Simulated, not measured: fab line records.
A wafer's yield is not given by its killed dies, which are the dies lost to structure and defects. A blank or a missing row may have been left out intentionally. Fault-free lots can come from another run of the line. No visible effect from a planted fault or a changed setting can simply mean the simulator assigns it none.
Which tool is to blame?    flow n5Finfet    9 lots with 27 wafers sampled at 5 steps, on a route of 1938 steps

## WHAT THE GAUGES READ, wafer by wafer
N5_BEOL_M4_RC_MEAS_101.
lot   measured      on         DIBL_N (mV/V)   DIBL_P (mV/V)   IOFF_N (nA/um)  IOFF_P (nA/um)  ION_N (uA/um)  ION_P (uA/um)  SS_N (mV/dec)   SS_P (mV/dec)   VT_N (mV)    VT_P (mV)
L450  day 9 11:10   prober-01  39.2 37.5 33.2  40.5 39.0 32.6  0.22 0.17 0.10  0.34 0.29 0.18  686 677 646    483 471 455    71.1 71.0 69.9  74.5 73.9 72.5  243 247 255  -239 -244 -252
L453  day 9 21:14   prober-02  35.1 36.8 35.6  35.1 37.9 36.8  0.14 0.16 0.15  0.18 0.22 0.21  679 668 680    466 460 469    71.7 71.1 70.9  72.6 74.0 72.8  252 253 250  -252 -251 -249
L461  day 11 14:56  prober-01  32.7 36.4 33.4  34.8 38.2 34.6  0.12 0.18 0.12  0.18 0.23 0.18  655 670 665    459 466 460    70.9 72.2 71.6  72.7 73.1 72.6  252 249 253  -252 -249 -252
L462  day 11 17:41  prober-01  39.4 37.4 37.5  38.3 34.6 36.3  0.19 0.15 0.16  0.29 0.22 0.26  660 660 674    458 462 468    72.1 71.8 72.5  74.2 73.2 73.5  249 252 251  -245 -248 -248
L463  day 12 08:23  prober-01  35.5 33.3 35.3  35.2 32.9 34.6  0.13 0.11 0.14  0.18 0.16 0.18  650 656 665    451 459 452    71.8 70.9 71.5  73.1 72.7 73.1  252 254 253  -251 -254 -251
L467  day 13 05:08  prober-02  36.2 36.8 35.7  37.9 38.9 37.4  0.19 0.19 0.18  0.24 0.25 0.23  674 671 679    467 464 465    71.5 71.4 72.3  74.5 73.9 73.9  246 248 247  -247 -248 -247
L469  day 13 09:16  prober-02  40.8 35.1 36.6  42.0 35.6 36.8  0.26 0.14 0.16  0.32 0.21 0.21  692 663 676    467 457 462    72.9 71.1 71.7  74.4 73.1 73.4  245 251 250  -245 -249 -251
L468  day 13 13:35  prober-02  38.5 39.1 37.1  37.6 38.6 36.5  0.19 0.21 0.17  0.21 0.23 0.20  674 693 686    453 471 466    72.4 72.5 71.5  74.1 74.6 73.9  246 247 246  -251 -252 -253
L470  day 14 07:06  prober-01  37.4 37.4 38.9  38.4 38.9 38.7  0.16 0.17 0.18  0.22 0.25 0.24  678 667 654    468 455 452    71.0 71.4 72.4  74.4 73.9 74.9  251 253 254  -249 -247 -249

## WHAT TOOL EACH LOT RAN ON (gives the tool, then ch and the chambers of the sampled wafers, and finally the start)
lot   N5_BEOL_M1_ANNEAL_91         N5_BEOL_M1_DEP_57                N5_BEOL_M2_ILD_DEP_00            N5_BEOL_M2_COAT_61
L450  pvdSputter-03, day 7 11:42   pecvd-02 ch 0,1,2, day 7 13:28   pecvd-03 ch 0,1,2, day 7 13:35   lithoTrack-01 ch 0, day 7 15:23
L453  pvdSputter-01, day 7 13:59   pecvd-04 ch 0,1,2, day 7 15:32   pecvd-01 ch 1,2, day 7 15:44     lithoTrack-01 ch 0, day 7 17:34
L461  pvdSputter-01, day 9 06:28   pecvd-02 ch 0,1,2, day 9 08:08   pecvd-04 ch 1,2, day 9 08:16     lithoTrack-01 ch 0, day 9 10:25
L462  pvdSputter-03, day 9 12:11   pecvd-02 ch 0,1,2, day 9 13:45   pecvd-03 ch 0,1, day 9 13:53     lithoTrack-01 ch 0, day 9 14:44
L463  pvdSputter-02, day 9 23:23   pecvd-04 ch 1, day 10 01:19      pecvd-01 ch 0,1,2, day 10 01:29  lithoTrack-01 ch 0, day 10 02:42
L467  pvdSputter-03, day 10 22:22  pecvd-04 ch 0,2, day 10 23:55    pecvd-01 ch 1,2, day 11 00:03    lithoTrack-02 ch 0, day 11 02:38
L469  pvdSputter-01, day 11 02:44  pecvd-04 ch 0,1,2, day 11 04:17  pecvd-01 ch 0,2, day 11 04:25    lithoTrack-02 ch 0, day 11 06:52
L468  pvdSputter-01, day 11 05:32  pecvd-03 ch 0,1, day 11 07:10    pecvd-01 ch 0,1,2, day 11 07:17  lithoTrack-02 ch 0, day 11 08:38
L470  pvdSputter-01, day 11 10:51  pecvd-03 ch 0,2, day 11 12:28    pecvd-03 ch 1,2, day 11 12:36    lithoTrack-05 ch 0, day 11 13:41
- N5_BEOL_M1_ANNEAL_91: time 240 s.
- N5_BEOL_M1_DEP_57: deposits SiCN from 3MS/NH3, target thk 8 nm, time 14 s.
- N5_BEOL_M2_ILD_DEP_00: deposits SiOC from DEMS/O2, target thk 79 nm, time 15.3 s.
- N5_BEOL_M2_COAT_61: time 60 s, resist thk 60 nm.

## AS READ BY THE TOOLS THEMSELVES (means over the sampled wafers that have a number; for cases with no such wafer, the mark the record gives instead)
N5_BEOL_M1_ANNEAL_91.
lot   tool           heaterPowerW (W)  susceptorTempC (C)  susceptor_temp_C_max
L450  pvdSputter-03  928               400.09              401.0
L453  pvdSputter-01  855               400.06              400.7
L461  pvdSputter-01  840               400.15              401.2
L462  pvdSputter-03  823               399.83              400.9
L463  pvdSputter-02  879               400.14              400.9
L467  pvdSputter-03  827               400.09              400.9
L469  pvdSputter-01  812               400.01              400.8
L468  pvdSputter-01  853               400.26              401.1
L470  pvdSputter-01  824               400.00              400.8

N5_BEOL_M1_DEP_57.
lot   tool      rfFwdPowerW (W)  showerheadPlenumPTorr (Torr)  throttleValvePct (%)
L450  pecvd-02  198.5            3.656                         9.4
L453  pecvd-04  199.1            3.668                         9.1
L461  pecvd-02  198.8            3.661                         9.2
L462  pecvd-02  198.0            3.651                         9.5
L463  pecvd-04  198.1            3.681                         9.2
L467  pecvd-04  199.6            3.666                         8.8
L469  pecvd-04  199.2            3.666                         8.9
L468  pecvd-03  199.0            3.666                         9.2
L470  pecvd-03  199.6            3.664                         9.0

N5_BEOL_M2_ILD_DEP_00.
lot   tool      heaterPowerW (W)  rfFwdPowerW (W)  showerheadPlenumPTorr (Torr)  susceptorTempC (C)  throttleValvePct (%)
L450  pecvd-03  467               493.4            5.697                         350.07              12.1
L453  pecvd-01  496               494.4            5.704                         350.19              11.7
L461  pecvd-04  429               492.7            5.700                         350.12              11.7
L462  pecvd-03  493               492.0            5.694                         350.07              12.1
L463  pecvd-01  506               492.4            5.712                         350.03              11.8
L467  pecvd-01  510               493.4            5.702                         349.70              11.6
L469  pecvd-01  572               492.1            5.717                         349.93              11.4
L468  pecvd-01  560               495.0            5.705                         349.93              12.0
L470  pecvd-03  496               492.5            5.702                         350.22              11.8

N5_BEOL_M2_COAT_61.
lot   tool           dispensePressureKPa (kPa)  heaterPowerTotalW (W)  plateTempC (C)  spinSpeedRpm (rpm)
L450  lithoTrack-01  47                         500.5                  249.86          1498.8
L453  lithoTrack-01  47                         500.3                  250.09          1500.7
L461  lithoTrack-01  47                         493.7                  247.37          1499.5
L462  lithoTrack-01  47                         494.1                  247.33          1500.4
L463  lithoTrack-01  47                         493.0                  247.63          1499.9
L467  lithoTrack-02  50                         500.8                  250.13          1500.0
L469  lithoTrack-02  50                         501.8                  249.89          1501.3
L468  lithoTrack-02  50                         500.8                  249.98          1500.0
L470  lithoTrack-05  56                         500.4                  249.92          1499.9

## THE ANSWER, worked out from the rows above alone
Rule: what is usual is taken from the lots themselves. Put in order of their means at a reading, lots are off if they are a third of the lots or fewer, leave a main group of 4 or more, and stand apart from it by a gap of 3 or more times the standard deviation of the main group's means; of several such gaps the widest counts. If all means in a main group match to the digits the tables above print for the reading, that group is not used. Also off: a lot with no number at a reading for which 4 or more lots have one. All remaining lots with rows at the step are treated as sound. Order of review: gauges by route order, followed by the tools' own readings, for which a lot's mean as printed above is used. The first step at which some lot is off is used, and at that step the reading that is off furthest; a lot without a number counts as furthest.
Off: L461, L462, L463, at N5_BEOL_M2_COAT_61 (plateTempC). The main group: mean 249.98 C, standard deviation 0.1.
If a tool, at that step or one of the process steps before it, ran each lot that is off and ran no sound lot following the first of them, it fits. One candidate fits, namely lithoTrack-01 at N5_BEOL_M2_COAT_61. A fault onset in the window from L453 (day 7 17:34, its last sound lot) to L461 (day 9 10:25, its first lot off) fits.
The tool's own readings at N5_BEOL_M2_COAT_61 bear it out: on the lots that are off they differ by more than 5 times the standard deviation of the sound lots' means. heaterPowerTotalW reads 493.6 W there against 500.8 W on the sound lots; plateTempC reads 247.44 C there against 249.98 C on the sound lots.

## WHAT THE SIMULATOR HAD INSERTED
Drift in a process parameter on lithoTrack-01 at N5_BEOL_M2_COAT_61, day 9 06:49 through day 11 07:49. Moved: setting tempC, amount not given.
Struck lots among those shown: L461, L462, L463. The rule given above showed the same thing.
